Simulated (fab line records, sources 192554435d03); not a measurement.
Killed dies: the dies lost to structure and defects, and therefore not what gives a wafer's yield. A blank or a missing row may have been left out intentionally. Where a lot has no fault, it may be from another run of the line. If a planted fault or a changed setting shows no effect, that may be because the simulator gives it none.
Which tool is to blame?	flow n5 finfet	12 lots, 36 wafers sampled, at 4 steps of a route of 1938

WHAT THE GAUGES READ, wafer by wafer
N5_SDB_THK_MEAS_31.
lot	measured	on	SDB_THK (nm)
L075	day 4 05:16	film metro-02	63.8 64.5 63.6
L077	day 4 15:34	film metro-01	65.2 63.7 64.3
L079	day 5 05:29	film metro-01	64.6 64.3 64.3
L081	day 5 17:55	film metro-02	65.1 65.0 65.7
L083	day 6 04:20	film metro-02	64.0 64.9 63.8
L085	day 6 15:28	film metro-01	66.6 65.6 65.6
L087	day 7 05:19	film metro-01	65.1 65.7 65.3
L089	day 7 15:52	film metro-02	63.4 64.3 66.2
L091	day 8 04:08	film metro-01	63.7 63.6 64.2
L093	day 8 20:05	film metro-02	62.4 64.9 63.7
L095	day 9 03:31	film metro-02	64.2 64.0 63.3
L097	day 9 15:46	film metro-02	64.3 65.4 63.6

WHAT TOOL EACH LOT RAN ON (gives the tool, then ch and the chambers of the sampled wafers, and finally the start)
lot	N5_ILD0_LINER_00	N5_ILD0_CMP_03	N5_SDB_DESCUM_16
L075	ald sin-04 ch 1,2,3, day 3 17:41	cmp-04 ch 0,2, day 3 20:05	rie diel-06 ch 1,2,3, day 4 00:49
L077	ald sin-04 ch 0,2,3, day 4 04:40	cmp-04 ch 0,2,3, day 4 07:02	rie diel-06 ch 1,2, day 4 11:28
L079	ald sin-01 ch 0,2, day 4 18:26	cmp-03 ch 0,2,3, day 4 20:52	rie diel-05 ch 0,1, day 5 01:40
L081	ald sin-03 ch 1,2, day 5 06:06	cmp-02 ch 0,1, day 5 08:30	rie diel-05 ch 0,1, day 5 14:04
L083	ald sin-04 ch 1,2,3, day 5 17:26	cmp-03 ch 0,1, day 5 19:47	rie diel-06 ch 2,3, day 6 00:17
L085	ald sin-03 ch 2,3, day 6 04:47	cmp-03 ch 0,1,2, day 6 07:14	rie diel-04 ch 0,3, day 6 11:35
L087	ald sin-01 ch 0,1,2, day 6 18:01	cmp-03 ch 0,1,2, day 6 20:23	rie diel-04 ch 0,1,2, day 7 00:50
L089	ald sin-04 ch 0,1, day 7 05:00	cmp-04 ch 0,3, day 7 07:23	rie diel-06 ch 0,1,2, day 7 12:02
L091	ald sin-01 ch 0,1,3, day 7 17:24	cmp-02 ch 0,1,3, day 7 19:46	rie diel-05 ch 1,2,3, day 8 00:19
L093	ald sin-01 ch 0,1, day 8 07:43	cmp-04 ch 1,2, day 8 10:07	rie diel-06 ch 2,3, day 8 15:17
L095	ald sin-01 ch 0,3, day 8 16:44	cmp-04 ch 2,3, day 8 19:06	rie diel-04 ch 1,3, day 8 23:24
L097	ald sin-04 ch 2,3, day 9 04:34	cmp-04 ch 1,2, day 9 06:56	rie diel-05 ch 1,2,3, day 9 11:49
- N5_ILD0_LINER_00: material SiNx, target thk 4 nm, pulse time 1 s, purge time 2 s.
- N5_ILD0_CMP_03: polishes, stops on SiNx, t overpolish 1.9 s, target thk 197.38 nm.
- N5_SDB_DESCUM_16: chemistry O2, time 7.9 s.

THE ANSWER, worked out from the rows above alone
Rule: the usual values come from the lots themselves. Put in order of their means at a reading, lots are off if they are a third of the lots or fewer, leave a main group of 4 or more, and stand apart from it by a gap of 3 or more times the standard deviation of the main group's means; of several such gaps the widest counts. Not used: any main group whose means are identical at the precision the tables above print for the reading. Also off: a lot with no number at a reading for which 4 or more lots have one. The other lots that the step has rows for count as sound.
No lot is off at any reading shown: from this, nothing can be told.

WHAT THE SIMULATOR HAD INSERTED
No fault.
